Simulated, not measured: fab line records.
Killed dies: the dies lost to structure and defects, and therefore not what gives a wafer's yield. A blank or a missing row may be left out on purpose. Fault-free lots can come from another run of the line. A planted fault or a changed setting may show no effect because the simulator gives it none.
Chamber matching / flow nand_harc / 4 sister chambers for NHARC_A_STAIRCASE_ETCH_169 on rie_diel-04
The step etches the open film in CH3F/O2, target depth 50 nm, time 107.1 s. 4 wafers are shown with their chamber, then 7 later ones without.

## WAFERS WITH THEIR CHAMBER
wafer=L084.2; chamber=3; drypump_motor_current_A (A)=4.97
wafer=L085.4; chamber=0; drypump_motor_current_A (A)=5.62
wafer=L089.1; chamber=1; drypump_motor_current_A (A)=5.70
wafer=L089.3; chamber=2; drypump_motor_current_A (A)=5.94

## WAFERS MISSING THEIR CHAMBER
wafer=L089.4; drypump_motor_current_A (A)=4.99
wafer=L094.2; drypump_motor_current_A (A)=5.69
wafer=L094.5; drypump_motor_current_A (A)=5.97
wafer=L094.6; drypump_motor_current_A (A)=5.75
wafer=L096.2; drypump_motor_current_A (A)=5.94
wafer=L096.5; drypump_motor_current_A (A)=4.98
wafer=L096.6; drypump_motor_current_A (A)=5.59

## THE CHAMBER EACH PASSED THROUGH
wafer=L089.4; from the rows above=3; in truth=3
wafer=L094.2; from the rows above=1; in truth=1
wafer=L094.5; from the rows above=2; in truth=2
wafer=L094.6; from the rows above=1; in truth=1
wafer=L096.2; from the rows above=2; in truth=2
wafer=L096.5; from the rows above=3; in truth=3
wafer=L096.6; from the rows above=0; in truth=0
7 of 7 placed correctly. Number that these rows cannot place: 0. Placed wrongly: 0.
How it was worked out, from the rows above alone: a wafer's distance from a chamber is the root of the sum, over the readings, of the square of ((its reading less the chamber's mean) divided by the reading's scatter). If the next closest chamber is less than 2 further off than the closest, the wafer can't be placed; otherwise it belongs to the closest. A chamber's mean is the mean of its shown wafers. The scatter (one wafer shown for each chamber): square how far every hidden wafer sits from the nearest shown wafer, average those squares and take the square root.
